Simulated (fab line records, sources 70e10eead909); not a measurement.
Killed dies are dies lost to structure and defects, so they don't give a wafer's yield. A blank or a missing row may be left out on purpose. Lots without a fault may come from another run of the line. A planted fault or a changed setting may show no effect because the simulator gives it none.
Chamber matching | flow nand_harc | NHARC_A_CHANNEL_FILL_D1_ALD_02 on ald_hk-03: 4 sister chambers
The step deposits SiO2, target thk 6 nm, pulse time 10 s, ald cycles 60. 8 wafers are shown with their chamber, then 11 later ones without.

WAFERS WITH THEIR CHAMBER
wafer  | chamber | heater_power_w (W) | precursor_pulse_height_rel
L087.3 | 1       | 412                | 1.008
L087.6 | 0       | 452                | 1.017
L090.4 | 0       | 462                | 1.007
L090.6 | 3       | 575                | 0.992
L091.3 | 1       | 409                | 1.019
L091.4 | 3       | 555                | 0.984
L091.5 | 2       | 541                | 0.993
L093.1 | 2       | 531                | 0.979

WAFERS WITHOUT THEIR CHAMBER
wafer  | heater_power_w (W) | precursor_pulse_height_rel
L093.5 | 555                | 0.989
L093.6 | 574                | 1.034
L094.1 | 555                | 0.985
L094.3 | 406                | 1.010
L094.6 | 554                | 1.006
L095.1 | 555                | 1.031
L095.4 | 538                | 0.994
L095.5 | 549                | 0.990
L096.2 | 531                | 1.008
L096.4 | 419                | 1.011
L096.5 | 414                | 1.010

WHICH CHAMBER EACH WENT THROUGH
wafer  | from the rows above     | in truth
L093.5 | can't be placed: 3 or 2 | 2
L093.6 | can't be placed: 3 or 2 | 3
L094.1 | can't be placed: 3 or 2 | 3
L094.3 | 1                       | 1
L094.6 | can't be placed: 3 or 2 | 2
L095.1 | can't be placed: 3 or 2 | 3
L095.4 | 2                       | 2
L095.5 | can't be placed: 2 or 3 | 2
L096.2 | can't be placed: 2 or 3 | 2
L096.4 | 1                       | 1
L096.5 | 1                       | 1
Placed correctly: 4 of 11. Can't be placed from these rows: 7 (the true chamber is among the candidates in 7). Placed wrongly: 0.
How it was worked out, from the rows above alone: a wafer's distance from a chamber is the root of the sum, over the readings, of the square of ((its reading less the chamber's mean) divided by the reading's scatter). The wafer belongs to the nearest chamber; if the next one is less than 2 further off, it can't be placed. A chamber's mean is the mean of its shown wafers. The scatter: the root of (the sum of the squares of (reading less its chamber's mean) over the shown wafers, divided by (wafers less chambers)).
